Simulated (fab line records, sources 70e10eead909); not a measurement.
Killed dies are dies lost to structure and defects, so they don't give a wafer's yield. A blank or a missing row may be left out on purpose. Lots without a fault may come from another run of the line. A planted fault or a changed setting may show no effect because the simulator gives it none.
fab line records | flow nand_harc
record lots=24 wafers=72 last_day=34
route steps=1302 shown P_CONTACT@234 P_M0@275 P_M1@296 P_BONDPAD@368 A_CHANNEL_HOLE_D1@467
lots that met no fault: from a run of the same line without faults
start_h: hours from the record's first day to the start of the lot's first wafer shown | wait_h: hours since the lot's step before | " the same as in the row above | L1.1+2: a row that stands for several wafers | - no value, or no start given | * or withheld: withheld | < > ~ a bound
route shown NAME@n: a module of which the file shows steps, and the number in the route of the first | usual: mean/standard deviation of fault-free wafers | same: alike in all rows | chamber/n: place in a boat | sites: the reading at each site | _std_site: their standard deviation | _edge_site: outer sites' mean less inner sites' | radius_mm: how far each site lies from the wafer's centre | mask NAME#n: copy n | behind: the tool/chamber that last shaped the wafer | hold: why the lot was held/for how many hours/how that ended | device: the transistor (n, p or np) that didn't switch | end of line: the same wafers' tests at the end of the route | a step without rows: its recipe alone | killed: dies lost to structure and defects at the first sort, not the wafer's yield | map: a wafer's dies, x killed, . not, _ none there
set.NAME: the setting as run; set.NAME@STEP: as run at that earlier step | model.NAME: the simulator's own value behind a step, which no gauge read
steps of the route over a sample of lots; a table a step, a row a wafer
services: from which hour (start_h, from the record's first day; less than 0 if before it) a tool's chamber was out of use, for how many hours, and why
## steps
# step NHARC_P_CONTACT_INSPECT_14
# usual raw_defect_count=4.0/2.1
# columns lot.wafer tool chamber start_h wait_h raw_defect_count
L074.3 defect_inspect-01 - 119.40 0.0 0
L074.5 " - " " 5
L074.6 " - " " 2
L076.2 defect_inspect-02 - 133.31 0.0 1
L076.3 " - " " 3
L076.6 " - " " 4
L075.2 defect_inspect-02 - 134.01 0.0 3
L075.5 " - " " 3
L075.6 " - " " 4
L077.2 defect_inspect-02 - 145.30 0.0 3
L077.5 " - " " 2
L077.6 " - " " 2
L078.1 defect_inspect-01 - 158.18 0.0 5
L078.4 " - " " 4
L078.6 " - " " 6
L079.1 defect_inspect-01 - 168.56 0.0 5
L079.3 " - " " 5
L079.5 " - " " 2
L080.1 defect_inspect-01 - 176.59 0.0 2
L080.2 " - " " 5
L080.3 " - " " 5
L081.1 defect_inspect-01 - 191.74 0.0 7
L081.3 " - " " 5
L081.6 " - " " 7
L082.2 defect_inspect-01 - 192.68 0.0 6
L082.4 " - " " 0
L082.6 " - " " 3
L083.2 defect_inspect-01 - 206.27 0.0 11
L083.4 " - " " 4
L083.5 " - " " 5
L084.1 defect_inspect-01 - 215.02 0.0 5
L084.2 " - " " 7
L084.4 " - " " 8
L085.2 defect_inspect-01 - 228.80 0.0 4
L085.3 " - " " 3
L085.4 " - " " 4
L086.2 defect_inspect-02 - 232.55 0.0 5
L086.4 " - " " 1
L086.5 " - " " 5
L087.1 defect_inspect-02 - 245.27 0.0 6
L087.2 " - " " 5
L087.3 " - " " 8
L089.1 defect_inspect-01 - 263.95 0.0 2
L089.2 " - " " 1
L089.5 " - " " 3
L088.1 defect_inspect-02 - 268.21 0.0 5
L088.2 " - " " 5
L088.3 " - " " 8
L090.2 defect_inspect-02 - 276.03 0.0 7
L090.5 " - " " 2
L090.6 " - " " 4
L091.1 defect_inspect-01 - 288.08 0.0 2
L091.3 " - " " 5
L091.5 " - " " 2
L092.1 defect_inspect-02 - 301.84 0.0 7
L092.4 " - " " 7
L092.6 " - " " 6
L093.2 defect_inspect-01 - 306.38 0.0 4
L093.3 " - " " 3
L093.5 " - " " 6
L094.3 defect_inspect-01 - 317.82 0.0 5
L094.4 " - " " 5
L094.6 " - " " 0
L095.1 defect_inspect-01 - 323.30 0.0 4
L095.4 " - " " 7
L095.5 " - " " 6
L097.3 defect_inspect-01 - 344.74 0.0 4
L097.4 " - " " 2
L097.6 " - " " 5
L096.2 defect_inspect-01 - 370.47 0.0 5
L096.3 " - " " 4
L096.6 " - " " 3
# step NHARC_P_M0_PVD_21
# recipe target_thk_a=300 chamber_pressure_pa=5 power_w=5000 substrate_temp_c=30 time_s=20.49 material=Cu
# usual throttle_valve_pct=30.6/1.3
# same time_s=20.49
# columns lot.wafer tool chamber start_h wait_h throttle_valve_pct
L074.3 pvd_sputter-02 - - - 30.1
L074.6 " - " " 30.0
L074.5 " - " " 31.1
L076.3 pvd_sputter-03 - - - 30.9
L076.2 " - " " 31.7
L076.6 " - " " 30.9
L075.2 pvd_sputter-02 - - - 30.2
L075.6 " - " " 31.2
L075.5 " - " " 30.1
L077.2 pvd_sputter-02 - - - 30.5
L077.6 " - " " 30.0
L077.5 " - " " 30.3
L078.4 pvd_sputter-02 - - - 29.9
L078.1 " - " " 30.1
L078.6 " - " " 30.5
L079.3 pvd_sputter-01 - - - 29.4
L079.1 " - " " 31.4
L079.5 " - " " 29.2
L080.3 pvd_sputter-01 - - - 27.4
L080.1 " - " " 29.3
L080.2 " - " " 29.4
L081.1 pvd_sputter-02 - - - 30.4
L081.3 " - " " 30.2
L081.6 " - " " 30.2
L082.4 pvd_sputter-01 - - - 31.6
L082.2 " - " " 29.2
L082.6 " - " " 31.4
L083.2 pvd_sputter-01 - - - 27.4
L083.4 " - " " 29.3
L083.5 " - " " 27.6
L084.1 pvd_sputter-02 - 220.66 - 30.2
L084.2 " - " " 30.2
L084.4 " - " " 30.3
L085.4 pvd_sputter-02 - - - 30.3
L085.2 " - " " 30.4
L085.3 " - " " 30.0
L086.4 pvd_sputter-03 - - - 32.5
L086.2 " - " " 31.6
L086.5 " - " " 32.9
L087.1 pvd_sputter-03 - - - 32.7
L087.3 " - " " 31.1
L087.2 " - " " 31.9
L089.2 pvd_sputter-03 - - - 31.2
L089.1 " - " " 31.5
L089.5 " - " " 31.1
L088.1 pvd_sputter-01 - - - 30.4
L088.2 " - " " 30.3
L088.3 " - " " 27.4
L090.2 pvd_sputter-01 - - - 30.6
L090.5 " - " " 31.6
L090.6 " - " " 27.5
L091.3 pvd_sputter-02 - - - 31.1
L091.1 " - " " 30.5
L091.5 " - " " 30.0
L092.1 pvd_sputter-03 - - - 32.7
L092.4 " - " " 31.2
L092.6 " - " " 32.0
L093.3 pvd_sputter-02 - - - 30.3
L093.2 " - " " 30.2
L093.5 " - " " 30.4
L094.4 pvd_sputter-02 - - - 31.4
L094.3 " - " " 30.4
L094.6 " - " " 30.6
L095.4 pvd_sputter-02 - - - 30.2
L095.1 " - " " 30.1
L095.5 " - " " 30.1
L097.4 pvd_sputter-01 - - - 31.9
L097.3 " - " " 27.3
L097.6 " - " " 31.7
L096.2 pvd_sputter-03 - - - 31.2
L096.3 " - " " 31.6
L096.6 " - " " 32.6
# step NHARC_P_M1_OVL_MEAS_10
# recipe pitch_nm=260
# usual overlay_x_nm=0.1/0.85 overlay_y_nm=-0.2/0.89
# columns lot.wafer tool chamber start_h wait_h overlay_x_nm overlay_y_nm
L074.3 overlay-02 - 127.46 - -0.2 -0.5
L074.5 " - " " 0.6 -0.7
L074.6 " - " " 0.2 -1.3
L076.2 overlay-01 - 141.60 - 0.5 -0.7
L076.3 " - " " 0.6 -1.2
L076.6 " - " " 1.2 -1.1
L075.2 overlay-02 - 142.34 - 1.3 -0.6
L075.5 " - " " 0.9 -0.6
L075.6 " - " " 1.1 0.2
L077.2 overlay-02 - 153.35 - 0.3 1.9
L077.5 " - " " 1.0 1.9
L077.6 " - " " 1.0 1.6
L078.1 overlay-01 - 166.51 - -1.5 -1.4
L078.4 " - " " -1.8 -1.9
L078.6 " - " " -1.6 -1.5
L079.1 overlay-01 - 176.76 - -1.4 -0.7
L079.3 " - " " -1.3 -0.9
L079.5 " - " " -1.0 -0.8
L080.1 overlay-02 - 184.69 - 0.2 1.2
L080.2 " - " " -0.5 1.7
L080.3 " - " " 0.2 1.1
L081.1 overlay-01 - 200.07 - 0.7 0.2
L081.3 " - " " 0.4 0.0
L081.6 " - " " 0.2 0.0
L082.2 overlay-02 - 200.92 - 2.3 -0.5
L082.4 " - " " 2.0 -0.5
L082.6 " - " " 2.0 -0.5
L083.2 overlay-02 - 214.53 - 0.4 -0.5
L083.4 " - " " 0.0 -0.9
L083.5 " - " " 0.4 -0.5
L084.1 overlay-01 - 223.36 - 0.0 0.0
L084.2 " - " " -0.5 0.2
L084.4 " - " " -0.5 0.6
L085.2 overlay-01 - 236.98 - 0.1 -2.0
L085.3 " - " " 0.4 -2.3
L085.4 " - " " -0.2 -2.4
L086.2 overlay-01 - 240.61 - -0.4 0.5
L086.4 " - " " 0.1 -0.2
L086.5 " - " " -0.1 0.1
L087.1 overlay-01 - 253.71 - 0.5 0.0
L087.2 " - " " 0.7 0.2
L087.3 " - " " 0.2 0.5
L089.1 overlay-01 - 272.13 - 0.4 -0.1
L089.2 " - " " 0.2 -0.2
L089.5 " - " " -0.1 -0.2
L088.1 overlay-02 - 277.76 - 0.8 -0.4
L088.2 " - " " 0.9 -0.2
L088.3 " - " " 0.2 -0.6
L090.2 overlay-02 - 284.30 - 0.1 1.6
L090.5 " - " " -0.1 1.5
L090.6 " - " " -0.2 0.9
L091.1 overlay-01 - 299.67 - -0.3 0.2
L091.3 " - " " -0.2 -0.2
L091.5 " - " " -0.7 -0.1
L092.1 overlay-01 - 309.92 - -0.5 0.3
L092.4 " - " " -0.9 -0.2
L092.6 " - " " -0.2 0.2
L093.2 overlay-01 - 314.56 - 0.4 0.2
L093.3 " - " " 0.4 -0.2
L093.5 " - " " 0.1 -0.5
L094.3 overlay-02 - 325.75 - 1.3 -1.2
L094.4 " - " " 0.7 -1.7
L094.6 " - " " 0.9 -0.8
L095.1 overlay-02 - 331.52 - 0.1 0.7
L095.4 " - " " 0.4 0.7
L095.5 " - " " -0.1 1.1
L097.3 overlay-01 - 353.59 - 0.0 -0.8
L097.4 " - " " -0.6 -1.0
L097.6 " - " " 0.2 -0.8
L096.2 overlay-01 - 379.27 - -0.5 0.1
L096.3 " - " " -0.8 0.1
L096.6 " - " " -1.2 0.3
# step NHARC_P_BONDPAD_ETCH_37
# recipe target_depth_a=600 overetch_a=180 time_s=65.91 ion_energy_ev=200 n2_flow_sccm=150 h2_flow_sccm=150 ar_flow_sccm=0 rf_w=400 bias_w=150 chemistry=N2/H2
# usual drypump_motor_current_A=5.74/0.29 oes_product_au=1.001/0.007 rf_vpp_V=430.8/2.6 showerhead_plenum_p_Torr=2.06/0.093 throttle_valve_pct=14.171/0.0089
# same time_s=65.91
# columns lot.wafer tool chamber start_h wait_h drypump_motor_current_A oes_product_au rf_hours_counter_h rf_vpp_V showerhead_plenum_p_Torr throttle_valve_pct
L074.3 rie_diel-10 0 136.35 0.1 6.22 0.996 4.3 427.9 1.93 14.169
L074.5 " 3 " " 5.37 1.002 - 430.5 2.06 14.171
L074.6 " 0 " " 6.22 0.993 - 427.1 1.93 14.159
L076.3 rie_diel-03 0 150.61 0.1 5.75 1.004 1.2 436.1 2.18 14.169
L076.2 " 2 " " 5.58 1.007 1.6 433.7 2.18 14.170
L076.6 " 0 " " 5.76 1.001 - 435.8 2.18 14.179
L075.2 rie_diel-08 1 151.23 0.1 5.43 1.010 7.3 432.7 2.14 14.185
L075.6 " 3 " " 6.18 0.995 - 430.8 2.02 14.166
L075.5 " 0 " " 5.40 1.006 - 432.0 2.09 14.176
L077.2 rie_diel-10 3 162.33 0.1 5.41 0.995 5.5 432.6 2.05 14.172
L077.6 " 1 " " 5.75 1.002 - 432.4 2.10 14.178
L077.5 " 2 " " 5.60 1.010 - 435.0 2.19 14.176
L078.1 rie_diel-03 1 175.38 0.1 5.77 1.005 1.8 430.7 2.05 14.173
L078.6 " 1 " " 5.75 1.000 - 430.8 2.05 14.166
L078.4 " 2 " " 5.56 0.994 - 432.7 2.18 14.175
L079.3 rie_diel-08 3 186.18 0.1 6.17 0.994 10.7 430.4 2.02 14.186
L079.1 " 0 " " 5.42 0.996 9.9 431.8 2.09 14.161
L079.5 " 0 " " 5.39 0.998 - 432.2 2.09 14.164
L080.2 rie_diel-03 2 193.36 0.1 5.57 0.985 2.9 433.8 2.18 14.191
L080.3 " 3 " " 5.64 0.990 2.8 427.8 1.94 14.181
L080.1 " 1 " " 5.77 0.990 2.6 430.1 2.05 14.160
L081.3 rie_diel-08 3 208.91 0.1 6.16 1.003 0.0 430.1 2.02 14.187
L081.1 " 2 " " 6.01 1.010 0.0 425.7 1.92 14.172
L081.6 " 0 " " 5.43 1.005 - 432.5 2.09 14.178
L082.2 rie_diel-08 0 209.92 0.1 5.43 1.012 0.1 430.6 2.09 14.167
L082.6 " 2 " " 6.01 1.015 - 428.4 1.92 14.160
L082.4 " 3 " " 6.17 1.000 - 429.1 2.02 14.153
L083.4 rie_diel-08 0 223.64 0.1 5.39 1.004 0.5 430.6 2.09 14.170
L083.2 " 1 " " 5.40 0.998 0.3 434.0 2.14 14.154
L083.5 " 0 " " 5.42 1.004 - 430.7 2.09 14.183
L084.2 rie_diel-10 3 232.31 0.1 5.39 0.989 9.2 429.7 2.05 14.170
L084.1 " 0 " " 6.21 0.990 8.7 426.3 1.93 14.189
L084.4 " 0 " " 6.21 0.993 - 428.6 1.93 14.172
L085.3 rie_diel-08 3 246.07 0.1 6.17 1.005 2.1 429.6 2.02 14.185
L085.2 " 1 " " 5.47 1.005 1.5 433.0 2.14 14.185
L085.4 " 2 " " 5.98 1.002 2.0 427.8 1.92 14.166
L086.2 rie_diel-08 0 249.52 0.1 5.43 1.012 2.2 432.3 2.09 14.169
L086.4 " 1 " " 5.44 1.002 2.0 434.8 2.14 14.169
L086.5 " 3 " " 6.18 1.003 - 429.9 2.02 14.171
L087.1 rie_diel-10 2 262.67 0.1 5.59 0.991 0.7 434.9 2.19 14.171
L087.3 " 3 " " 5.38 0.994 0.6 430.7 2.05 14.153
L087.2 " 0 " " 6.20 1.006 0.7 427.3 1.93 14.170
L089.1 rie_diel-10 3 281.01 0.1 5.38 1.003 1.6 430.7 2.05 14.164
L089.2 " 0 " " 6.26 1.003 1.4 427.8 1.93 14.165
L089.5 " 2 " " 5.59 0.997 - 435.9 2.19 14.173
L088.3 rie_diel-10 2 286.78 0.1 5.60 0.999 2.1 434.7 2.19 14.178
L088.2 " 3 " " 5.39 1.006 1.9 431.7 2.05 14.184
L088.1 " 1 " " 5.74 0.994 1.6 432.6 2.10 14.165
L090.2 rie_diel-10 3 293.47 0.1 5.40 1.012 2.0 430.1 2.05 14.161
L090.5 " 2 " " 5.60 1.005 - 432.4 2.19 14.173
L090.6 " 3 " " 5.39 1.013 - 430.0 2.05 14.197
L091.1 rie_diel-03 1 308.83 0.1 5.74 1.005 0.3 430.8 2.05 14.169
L091.3 " 3 " " 5.66 0.996 0.3 427.6 1.93 14.183
L091.5 " 0 " " 5.74 1.002 - 434.9 2.18 14.186
L092.1 rie_diel-10 1 318.95 0.1 5.77 1.002 4.1 432.5 2.09 14.185
L092.4 " 2 " " 5.58 1.004 4.9 432.8 2.19 14.174
L092.6 " 0 " " 6.20 1.011 - 425.9 1.93 14.178
L093.3 rie_diel-08 2 324.13 0.1 5.96 1.005 8.0 426.6 1.92 14.174
L093.2 " 0 " " 5.42 1.000 8.6 430.6 2.09 14.179
L093.5 " 2 " " 6.01 1.015 - 425.9 1.92 14.185
L094.3 rie_diel-03 3 334.75 0.1 5.66 1.000 0.8 426.3 1.93 14.180
L094.4 " 0 " " 5.73 0.991 1.0 434.4 2.18 14.180
L094.6 " 2 " " 5.58 1.002 - 433.9 2.18 14.169
L095.1 rie_diel-03 2 340.46 0.1 5.58 0.991 1.0 433.3 2.18 14.166
L095.4 " 3 " " 5.65 1.001 1.0 427.6 1.93 14.173
L095.5 " 2 " " 5.59 0.982 - 432.8 2.18 14.171
L097.4 rie_diel-10 1 362.62 0.1 5.77 0.995 7.3 432.5 2.09 14.190
L097.3 " 3 " " 5.37 0.996 6.4 431.3 2.05 14.172
L097.6 " 1 " " 5.75 0.979 - 434.1 2.09 14.168
L096.3 rie_diel-08 2 388.23 0.1 5.97 1.001 0.5 426.9 1.92 14.179
L096.2 " 3 " " 6.16 1.001 0.1 430.5 2.01 14.167
L096.6 " 1 " " 5.40 0.998 - 431.6 2.14 14.166
# step NHARC_P_BONDPAD_PVD_17
# recipe target_thk_a=50 bias_v=168.6 power_w=15000 chamber_pressure_pa=0.12 time_s=8.06 substrate_temp_c=50 material=TaN
# usual throttle_valve_pct=30.4/1.4
# same time_s=8.06
# columns lot.wafer tool chamber start_h wait_h throttle_valve_pct
L074.3 pvd_sputter-03 - - - 32.0
L074.5 " - " " 31.8
L074.6 " - " " 30.9
L076.3 pvd_sputter-03 - - - 32.0
L076.2 " - " " 30.7
L076.6 " - " " 32.0
L075.2 pvd_sputter-01 - - - 29.3
L075.5 " - " " 29.7
L075.6 " - " " 29.2
L077.2 pvd_sputter-01 - - - 29.4
L077.5 " - " " 27.4
L077.6 " - " " 29.5
L078.4 pvd_sputter-01 - - - 27.2
L078.1 " - " " 29.3
L078.6 " - " " 27.4
L079.3 pvd_sputter-03 - - - 31.0
L079.1 " - " " 32.6
L079.5 " - " " 32.2
L080.1 pvd_sputter-02 - - - 30.2
L080.2 " - " " 31.2
L080.3 " - " " 30.0
L081.3 pvd_sputter-01 - - - 31.7
L081.1 " - " " 27.3
L081.6 " - " " 29.2
L082.4 pvd_sputter-02 - - - 31.2
L082.2 " - " " 30.1
L082.6 " - " " 31.4
L083.4 pvd_sputter-01 - - - 29.2
L083.2 " - " " 31.6
L083.5 " - " " 29.2
L084.4 pvd_sputter-03 - - - 31.8
L084.1 " - " " 32.9
L084.2 " - " " 31.4
L085.3 pvd_sputter-02 - - - 31.2
L085.4 " - " " 29.9
L085.2 " - " " 30.1
L086.2 pvd_sputter-01 - - - 30.5
L086.4 " - " " 32.1
L086.5 " - " " 27.4
L087.1 pvd_sputter-02 - - - 31.3
L087.3 " - " " 29.9
L087.2 " - " " 30.3
L089.1 pvd_sputter-03 - - - 32.8
L089.2 " - " " 31.1
L089.5 " - " " 31.2
L088.2 pvd_sputter-01 - - - 30.1
L088.3 " - " " 31.4
L088.1 " - " " 27.6
L090.2 pvd_sputter-01 - - - 30.7
L090.6 " - " " 31.6
L090.5 " - " " 27.3
L091.1 pvd_sputter-02 - - - 30.0
L091.3 " - " " 30.7
L091.5 " - " " 30.5
L092.1 pvd_sputter-01 - - - 30.1
L092.4 " - " " 30.4
L092.6 " - " " 31.4
L093.2 pvd_sputter-02 - - - 30.2
L093.3 " - " " 31.3
L093.5 " - " " 30.5
L094.4 pvd_sputter-01 - - - 27.0
L094.3 " - " " 30.6
L094.6 " - " " 27.6
L095.1 pvd_sputter-02 - - - 31.1
L095.4 " - " " 30.5
L095.5 " - " " 30.2
L097.3 pvd_sputter-03 - - - 31.7
L097.4 " - " " 32.3
L097.6 " - " " 31.6
L096.3 pvd_sputter-02 - - - 31.5
L096.2 " - " " 30.5
L096.6 " - " " 31.2
# step NHARC_A_CHANNEL_HOLE_D1_ETCH_39
# recipe target_depth_a=2600 over_etch_frac=0.3 time_s=325 ion_energy_ev=200 n2_flow_sccm=150 h2_flow_sccm=150 ar_flow_sccm=0 rf_w=400 bias_w=150 chemistry=N2/H2
# usual drypump_motor_current_A=5.7/0.33 oes_product_au=1.000/0.0076 rf_vpp_V=430.5/2.2 showerhead_plenum_p_Torr=2.04/0.067 throttle_valve_pct=14.171/0.0088
# same over_etch_frac=0.3 time_s=325
# columns lot.wafer tool chamber start_h wait_h drypump_motor_current_A oes_product_au rf_hours_counter_h rf_vpp_V showerhead_plenum_p_Torr throttle_valve_pct
L074.3 rie_diel-12 2 - - 5.4 0.996 25 432.6 2.13 14.164
L074.5 " 2 " " 5.4 1.004 - 434.6 2.13 14.176
L074.6 " 3 " " 6.1 0.993 - 428.7 2.00 14.174
L076.2 rie_diel-02 1 - - 5.7 1.001 12 427.6 1.94 14.165
L076.3 " 2 " " 6.0 1.001 12 430.6 2.06 14.179
L076.6 " 1 " " 5.7 0.996 - 427.6 1.94 14.155
L075.2 rie_diel-12 1 - - 5.5 0.988 36 434.1 2.11 14.173
L075.6 " 2 " " 5.5 0.991 - 432.5 2.13 14.158
L075.5 " 3 " " 6.1 0.995 - 428.6 2.00 14.178
L077.2 rie_diel-02 0 - - 5.5 1.001 12 431.1 2.06 14.174
L077.6 " 3 " " 5.8 1.014 - 432.5 2.09 14.170
L077.5 " 0 " " 5.5 0.999 - 431.1 2.06 14.171
L078.1 rie_diel-04 0 - - 5.2 1.001 7 428.3 1.98 14.181
L078.4 " 2 " " 6.2 0.999 9 433.1 2.12 14.181
L078.6 " 0 " " 5.3 1.001 - 428.9 1.98 14.167
L079.1 rie_diel-02 3 - - 5.8 1.010 1 431.8 2.09 14.172
L079.3 " 2 " " 6.0 0.997 1 432.0 2.06 14.158
L079.5 " 0 " " 5.5 0.993 - 432.0 2.06 14.154
L080.1 rie_diel-12 0 - - 5.0 0.998 48 428.2 2.00 14.166
L080.3 " 2 " " 5.4 1.000 49 433.1 2.12 14.181
L080.2 " 3 " " 6.1 0.986 49 429.9 1.99 14.183
L082.2 rie_diel-02 3 - - 5.8 0.999 3 432.1 2.09 14.161
L082.4 " 1 " " 5.7 0.990 2 427.4 1.94 14.173
L082.6 " 2 " " 6.0 1.000 - 431.4 2.06 14.170
L081.3 rie_diel-02 2 - - 6.0 1.008 4 431.4 2.06 14.188
L081.1 " 0 " " 5.5 0.989 4 431.0 2.06 14.170
L081.6 " 3 " " 5.8 1.002 - 432.6 2.09 14.175
L083.2 rie_diel-12 2 - - 5.5 0.983 58 433.1 2.12 14.189
L083.4 " 0 " " 5.0 0.993 - 429.3 2.00 14.175
L083.5 " 1 " " 5.5 0.993 - 431.6 2.10 14.165
L084.2 rie_diel-02 3 - - 5.8 0.986 6 432.3 2.09 14.142
L084.1 " 0 " " 5.5 1.000 6 431.4 2.06 14.163
L084.4 " 3 " " 5.8 1.000 - 431.2 2.09 14.179
L085.3 rie_diel-02 0 - - 5.5 1.003 7 431.7 2.05 14.165
L085.2 " 1 " " 5.7 1.009 5 427.3 1.93 14.170
L085.4 " 2 " " 6.0 1.010 7 431.2 2.06 14.166
L086.4 rie_diel-02 0 - - 5.5 1.005 8 430.6 2.05 14.154
L086.2 " 2 " " 6.0 1.009 8 431.4 2.06 14.169
L086.5 " 1 " " 5.7 1.012 - 427.6 1.93 14.179
L087.1 rie_diel-02 0 - - 5.5 0.996 10 432.2 2.05 14.180
L087.3 " 1 " " 5.7 1.023 7 427.8 1.93 14.180
L087.2 " 2 " " 5.9 1.003 10 430.6 2.06 14.165
L089.1 rie_diel-02 2 - - 6.0 1.005 10 431.6 2.06 14.179
L089.2 " 1 " " 5.7 1.005 8 427.0 1.93 14.176
L089.5 " 3 " " 5.8 1.005 - 432.4 2.09 14.160
L088.1 rie_diel-02 0 - - 5.5 0.993 11 429.5 2.05 14.166
L088.3 " 2 " " 6.0 1.002 12 431.4 2.06 14.173
L088.2 " 3 " " 5.8 1.004 11 431.2 2.09 14.186
L090.2 rie_diel-02 2 - - 6.0 0.998 13 431.5 2.06 14.172
L090.6 " 3 " " 5.8 1.002 - 431.6 2.09 14.162
L090.5 " 0 " " 5.5 1.001 - 429.2 2.05 14.173
L091.1 rie_diel-02 1 - - 5.7 1.015 10 426.2 1.93 14.172
L091.3 " 2 " " 6.0 1.010 14 431.9 2.06 14.169
L091.5 " 0 " " 5.5 1.014 - 430.8 2.05 14.172
L093.3 rie_diel-02 1 - - 5.7 0.997 11 427.1 1.93 14.166
L093.2 " 2 " " 5.9 1.010 14 431.5 2.06 14.177
L093.5 " 0 " " 5.5 1.004 - 431.4 2.05 14.179
L092.1 rie_diel-02 1 - - 5.7 1.009 11 428.5 1.93 14.170
L092.4 " 0 " " 5.5 1.004 15 431.5 2.05 14.173
L092.6 " 1 " " 5.7 1.010 - 427.3 1.93 14.158
L094.3 rie_diel-12 2 - - 5.5 0.987 36 432.6 2.11 14.172
L094.4 " 0 " " 5.0 0.998 37 427.7 1.99 14.181
L094.6 " 2 " " 5.4 1.003 - 433.4 2.11 14.177
L095.1 rie_diel-04 1 - - 6.6 0.994 10 425.9 1.89 14.163
L095.4 " 2 " " 6.2 0.999 10 432.1 2.10 14.166
L095.5 " 1 " " 6.6 0.990 - 424.7 1.89 14.185
L097.4 rie_diel-02 3 - - 5.8 1.000 0 431.2 2.09 14.180
L097.3 " 2 " " 6.0 0.997 0 430.8 2.06 14.169
L097.6 " 0 " " 5.5 0.996 - 430.2 2.05 14.172
L096.2 rie_diel-04 2 - - 6.2 0.993 28 431.1 2.10 14.153
L096.3 " 3 " " 6.0 0.994 27 435.0 2.17 14.165
L096.6 " 0 " " 5.2 0.996 - 427.8 1.95 14.171
## services
# columns tool chamber start_h hours kind
pvd_sputter-02 - 104.00 10.0 pm
rie_diel-10 2 106.18 4.6 repair
pvd_sputter-03 - 117.84 11.4 repair
pvd_sputter-03 - 170.00 10.0 pm
rie_diel-08 - 190.80 9.0 pm
rie_diel-08 1 205.62 5.8 repair
pvd_sputter-01 - 211.88 1.0 repair
rie_diel-02 - 212.02 0.8 repair
pvd_sputter-01 - 214.40 1.0 repair
rie_diel-02 - 216.70 9.0 pm
pvd_sputter-01 - 226.00 10.0 pm
pvd_sputter-03 - 226.99 5.3 repair
rie_diel-10 1 230.50 19.0 repair
rie_diel-10 - 242.50 9.0 pm
pvd_sputter-02 - 258.19 1.1 repair
rie_diel-10 1 276.91 7.7 repair
pvd_sputter-02 - 282.01 10.0 pm
rie_diel-10 2 297.69 3.4 repair
pvd_sputter-01 - 302.94 0.7 repair
pvd_sputter-03 - 343.79 3.8 repair
pvd_sputter-03 - 348.00 10.0 pm
rie_diel-02 - 393.70 9.0 pm
pvd_sputter-01 - 399.97 6.2 repair
pvd_sputter-02 - 411.61 4.3 repair
## key
fault none
